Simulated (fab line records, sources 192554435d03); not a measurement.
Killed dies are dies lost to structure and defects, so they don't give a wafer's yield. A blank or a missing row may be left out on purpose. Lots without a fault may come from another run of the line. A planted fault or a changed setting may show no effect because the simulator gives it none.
Problem report in the 8D (eight disciplines) form, filled by code | flow n5_finfet | the parts of the form that need people (team, actions taken, sign-off) are left out

1. THE PROBLEM
run_length_s at N5_BEOL_M5_COAT_60 reads a mean of 73.42 s on 2 wafers of 2 lots; wafers without a fault read 66.22 s with a standard deviation of 0.15. That is +48 standard deviations from the usual mean.
The step: time 60 s, resist thk 12 nm.
First seen on wafer L306.3, day 9 18:38, on litho_track-02. The record holds 36 wafers of 13 lots with a number at this step. Rule for "out", or "out of limits": more than 4 standard deviations from the usual mean. The other wafers with a number count as sound.

2. WHAT IT IS AND WHAT IT IS NOT
question                    | is               | is not
which readings at this step | run_length_s     | plate_temp_C, spin_speed_rpm
which lots                  | L306, L309       | L299, L303, L304, L305, L312, L313, L316, L319, L320, L321, L322
which wafers of those lots  | L306.3, L309.6   | L306.1, L309.1, L309.5
read on which tools         | litho_track-02   | litho_track-03, litho_track-05
when                        | from day 9 18:38 | up to then (13 sound wafers); but 21 sound wafers of L309, L312, L313, L316, L319, L320, L321, L322 came after

3. SUSPECTS, AND WHAT RULES EACH OUT
Counting: a tool at a process step up to the reading stays a suspect if it ran every lot that is out. Sound lots after the first of them don't rule it out here, since some wafers of a struck lot are sound.
- pvd_sputter-01 at N5_BEOL_M4_SPUTTER_81 (material Cu, target thk 4.5 nm, time 8.29 s): kept. It ran every lot that is out, first L306 (day 9 13:22).
- cvd_co-01 at N5_BEOL_M4_CO_CAP_55 (material Co, precursor CCTBA/H2, target thk 2 nm, time 102.1 s): kept. It ran every lot that is out, first L306 (day 9 15:32); its last sound lot up to then is L305 (day 9 15:13).
- litho_track-02 at N5_BEOL_M5_COAT_60 (time 60 s, resist thk 12 nm): kept. It ran every lot that is out, first L306 (day 9 18:38); its last sound lot up to then is L305 (day 9 18:37). Its own readings are out on those wafers: run_length_s.
Left after counting: pvd_sputter-01 at N5_BEOL_M4_SPUTTER_81, cvd_co-01 at N5_BEOL_M4_CO_CAP_55, litho_track-02 at N5_BEOL_M5_COAT_60.

4. THE CAUSE (what the simulator had put in)
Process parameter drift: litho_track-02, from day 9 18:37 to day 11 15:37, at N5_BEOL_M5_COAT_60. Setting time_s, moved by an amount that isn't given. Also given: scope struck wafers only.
Counting left 3 suspects, and this tool is among them.

5. THE CHAIN OF EFFECTS, in route order
Each row: a reading whose mean over the struck wafers that have a number lies more than 3 standard deviations from the usual. Only readings for which the record gives a usual standard deviation are gone through. hours: the time from each lot's start at the first step in this table that gives one to its start at this step, as a median over the lots. sigmas: the change in usual standard deviations.
hours | step               | reading      | usual   | on struck wafers | change | sigmas
0     | N5_BEOL_M5_COAT_60 | run_length_s | 66.22 s | 73.42            | +7.20  | +48
The process steps in it:
- N5_BEOL_M5_COAT_60: time 60 s, resist thk 12 nm.
Later measuring or inspecting steps at which every struck wafer that the step has a row for has a number for every such reading, and none has moved that far: N5_BEOL_M5_INSPECT_13.

6. WHAT WOULD HAVE CAUGHT IT SOONER
In this record the first reading out of limits was taken at day 9 18:38, 0 hours after the fault began at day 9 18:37.
